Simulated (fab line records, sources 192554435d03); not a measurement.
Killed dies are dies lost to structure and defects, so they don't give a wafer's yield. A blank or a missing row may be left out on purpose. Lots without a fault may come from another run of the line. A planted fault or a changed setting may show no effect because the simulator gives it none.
Which tool did it? | flow n5_finfet | 10 lots, 26 wafers sampled, at 2 steps of a route of 1938

WHAT THE GAUGES READ, wafer by wafer
N5_HKMG_FIN_INSPECT_61: inspects for defects (macro).
lot  | measured    | on                | raw_defect_count
L565 | day 3 23:38 | defect_inspect-02 | 4 3 6
L566 | day 4 04:53 | defect_inspect-01 | 0 0 3
L567 | day 4 15:59 | defect_inspect-01 | 1 3 0
L572 | day 5 18:32 | defect_inspect-01 | 3
L573 | day 5 22:49 | defect_inspect-01 | 1 1 1
L574 | day 6 04:45 | defect_inspect-02 | 2
L576 | day 6 18:27 | defect_inspect-01 | 3 1 2
L578 | day 7 05:23 | defect_inspect-02 | 1 2 4
L586 | day 9 09:11 | defect_inspect-01 | 1 2 2
L588 | day 9 19:24 | defect_inspect-02 | 0 1 3

WHICH TOOL RAN EACH LOT (tool, then ch and the chambers of the sampled wafers, then the start)
lot  | N5_HKMG_FIN_ALD_75
L565 | ald_hk-01 ch 1,2,3, day 3 23:07
L566 | ald_hk-03 ch 0,1,3, day 4 04:29
L567 | ald_hk-01 ch 1,2, day 4 15:35
L572 | ald_hk-03 ch 2, day 5 18:08
L573 | ald_hk-03 ch 0,2, day 5 22:18
L574 | ald_hk-03 ch 1, day 6 04:23
L576 | ald_hk-02 ch 0,1,3, day 6 17:56
L578 | ald_hk-02 ch 0,1,2, day 7 04:52
L586 | ald_hk-03 ch 1,2,3, day 9 08:40
L588 | ald_hk-01 ch 0,1,3, day 9 18:53
- N5_HKMG_FIN_ALD_75: deposits Al2O3, target thk 1 nm, co reactant pulse time 1 s.

THE ANSWER, worked out from the rows above alone
Rule: what is usual is taken from the lots themselves. Put in order of their means at a reading, lots are off if they are a third of the lots or fewer, leave a main group of 4 or more, and stand apart from it by a gap of 3 or more times the standard deviation of the main group's means; of several such gaps the widest counts. A main group whose means are all the same, to the digits that the tables above print for the reading, isn't used. A lot without any number at a reading at which 4 lots or more have one is off too. The other lots that the step has rows for count as sound.
No lot is off at any reading shown: from this, nothing can be told.

WHAT THE SIMULATOR HAD PUT IN
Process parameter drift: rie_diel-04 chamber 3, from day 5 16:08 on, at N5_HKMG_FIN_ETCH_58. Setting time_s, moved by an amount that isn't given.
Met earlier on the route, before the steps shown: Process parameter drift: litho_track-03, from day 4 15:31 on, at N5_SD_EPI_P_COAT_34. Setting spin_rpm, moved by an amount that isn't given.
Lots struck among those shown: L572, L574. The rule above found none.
